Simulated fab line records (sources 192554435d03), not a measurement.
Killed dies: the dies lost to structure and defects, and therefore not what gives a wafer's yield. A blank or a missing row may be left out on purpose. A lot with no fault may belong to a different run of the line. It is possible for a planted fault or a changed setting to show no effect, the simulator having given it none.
Which of the tools did it? :: flow n5_finfet :: 33 wafers from 11 lots sampled at 3 of the route's 1938 steps

## WHAT EACH GAUGE READ, for each wafer
N5_BEOL_M6_CD_MEAS_11: target cd 38.5 nm. Usual: cd_nm 38.5 nm, standard deviation 0.52.
lot: L319
measured: day 8 17:28
on: cd_sem-02
cd_nm (nm): 39.1 38.4 38.2
flag: 

lot: L320
measured: day 8 20:39
on: cd_sem-01
cd_nm (nm): 38.2 37.9 39.2
flag: 

lot: L324
measured: day 9 18:09
on: cd_sem-02
cd_nm (nm): 38.7 38.3 38.3
flag: 

lot: L325
measured: day 10 04:53
on: cd_sem-02
cd_nm (nm): 38.7 39.1 38.4
flag: 

lot: L326
measured: day 10 12:42
on: cd_sem-01
cd_nm (nm): 38.2 38.1 38.5
flag: 

lot: L327
measured: day 10 16:00
on: cd_sem-02
cd_nm (nm): 38.2 39.0 39.2
flag: 

lot: L334
measured: day 13 05:59
on: cd_sem-02
cd_nm (nm): 38.5 37.8 39.4
flag: 

lot: L335
measured: day 13 08:19
on: cd_sem-02
cd_nm (nm): 38.7 38.2 37.6
flag: 

lot: L338
measured: day 14 04:29
on: cd_sem-02
cd_nm (nm): 38.8 38.3 38.9
flag: 

lot: L339
measured: day 14 14:32
on: cd_sem-01
cd_nm (nm): 38.5 38.8 37.5
flag: 

lot: L340
measured: day 14 18:33
on: cd_sem-01
cd_nm (nm): 38.5 39.5 38.6
flag: 

N5_BEOL_M6_OVL_MEAS_29. Usual: for V5_OVL the level is 0.0 nm and the standard deviation is 0.78.
lot: L319
measured: day 8 19:18
on: overlay-02
V5_OVL (nm): -0.3 0.3 -0.5
flag: 

lot: L320
measured: day 8 22:35
on: overlay-02
V5_OVL (nm): 1.5 -0.4 -0.3
flag: 

lot: L324
measured: day 9 19:48
on: overlay-02
V5_OVL (nm): -0.3 -0.5 -0.7
flag: 

lot: L325
measured: day 10 06:28
on: overlay-02
V5_OVL (nm): -1.2 -1.2 -0.3
flag: 

lot: L326
measured: day 10 14:55
on: overlay-02
V5_OVL (nm): -0.3 0.9 -0.3
flag: 

lot: L327
measured: day 10 17:43
on: overlay-02
V5_OVL (nm): 0.3 0.8 1.4
flag: 

lot: L334
measured: day 13 07:04
on: overlay-01
V5_OVL (nm): -0.6 -0.7 1.8
flag: 

lot: L335
measured: day 13 10:07
on: overlay-01
V5_OVL (nm): 1.0 -1.2 0.5
flag: 

lot: L338
measured: day 14 10:10
on: overlay-02
V5_OVL (nm): -0.1 0.2 0.7
flag: 

lot: L339
measured: day 14 16:53
on: overlay-02
V5_OVL (nm): 1.0 0.5 -0.3
flag: 

lot: L340
measured: day 14 21:00
on: overlay-02
V5_OVL (nm): -0.2 0.6 0.0
flag: 

## WHAT TOOL EACH LOT RAN ON (gives the tool, then ch and the chambers of the sampled wafers, and finally the start)
lot: L319
N5_BEOL_M6_EXPOSE_25: euv_scanner-02 ch 0, day 8 19:08

lot: L320
N5_BEOL_M6_EXPOSE_25: euv_scanner-01 ch 0, day 8 22:25

lot: L324
N5_BEOL_M6_EXPOSE_25: euv_scanner-02 ch 0, day 9 19:38

lot: L325
N5_BEOL_M6_EXPOSE_25: euv_scanner-02 ch 0, day 10 06:18

lot: L326
N5_BEOL_M6_EXPOSE_25: euv_scanner-02 ch 0, day 10 14:46

lot: L327
N5_BEOL_M6_EXPOSE_25: euv_scanner-01 ch 0, day 10 17:33

lot: L334
N5_BEOL_M6_EXPOSE_25: euv_scanner-01 ch 0, day 13 06:55

lot: L335
N5_BEOL_M6_EXPOSE_25: euv_scanner-01 ch 0, day 13 09:57

lot: L338
N5_BEOL_M6_EXPOSE_25: euv_scanner-01 ch 0, day 14 09:59

lot: L339
N5_BEOL_M6_EXPOSE_25: euv_scanner-01 ch 0, day 14 16:43

lot: L340
N5_BEOL_M6_EXPOSE_25: euv_scanner-01 ch 0, day 14 20:50
- N5_BEOL_M6_EXPOSE_25: exposes mask V5, target cd 40 nm.

## AS READ BY THE TOOLS THEMSELVES (means over the sampled wafers that have a number; for cases with no such wafer, the mark the record gives instead)
N5_BEOL_M6_EXPOSE_25. Usual: exposure_dose_mJ_cm2 44.98, standard deviation 0.047.
lot: L319
tool: euv_scanner-02
exposure_dose_mJ_cm2: 44.97
flag: 

lot: L320
tool: euv_scanner-01
exposure_dose_mJ_cm2: 45.03
flag: 

lot: L324
tool: euv_scanner-02
exposure_dose_mJ_cm2: 44.08
flag: OFF

lot: L325
tool: euv_scanner-02
exposure_dose_mJ_cm2: 44.25
flag: OFF

lot: L326
tool: euv_scanner-02
exposure_dose_mJ_cm2: 44.36
flag: OFF

lot: L327
tool: euv_scanner-01
exposure_dose_mJ_cm2: 44.99
flag: 

lot: L334
tool: euv_scanner-01
exposure_dose_mJ_cm2: 44.89
flag: 

lot: L335
tool: euv_scanner-01
exposure_dose_mJ_cm2: 44.98
flag: 

lot: L338
tool: euv_scanner-01
exposure_dose_mJ_cm2: 44.98
flag: 

lot: L339
tool: euv_scanner-01
exposure_dose_mJ_cm2: 44.96
flag: 

lot: L340
tool: euv_scanner-01
exposure_dose_mJ_cm2: 44.96
flag: 

## THE ANSWER, worked out from the rows above alone
Rule: lot off if the mean of its wafers having a number is beyond 3 standard deviations from the usual mean. A lot without any number at a reading at which 4 lots or more have one is off too. Any other lot the step has rows for is counted as sound. After the gauges, taken in route order, come the tools' own readings; for these a lot's mean is taken, as printed above. The first step at which some lot is off is used, and at that step the reading that is off furthest; a lot without a number counts as furthest.
Off at N5_BEOL_M6_EXPOSE_25 (exposure_dose_mJ_cm2): L324, L325, L326.
If a tool, at that step or one of the process steps before it, ran each lot that is off and ran no sound lot following the first of them, it fits. One fits: N5_BEOL_M6_EXPOSE_25 on euv_scanner-02. A fault onset in the window from L319 (day 8 19:08, its last sound lot) to L324 (day 9 19:38, its first lot off) fits.
On the lots that are off, the tool's own readings at N5_BEOL_M6_EXPOSE_25 differ by more than 5 times the standard deviation of the sound lots' means, which bears it out; exposure_dose_mJ_cm2 reads 44.23 there versus 44.97 on the sound lots.

## WHAT THE SIMULATOR PUT IN
Drift in process parameters on euv_scanner-02 at N5_BEOL_M6_EXPOSE_25, starting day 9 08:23. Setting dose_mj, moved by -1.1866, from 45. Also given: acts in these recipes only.
Lots struck among those shown: L324, L325, L326. The same result came from the rule above.
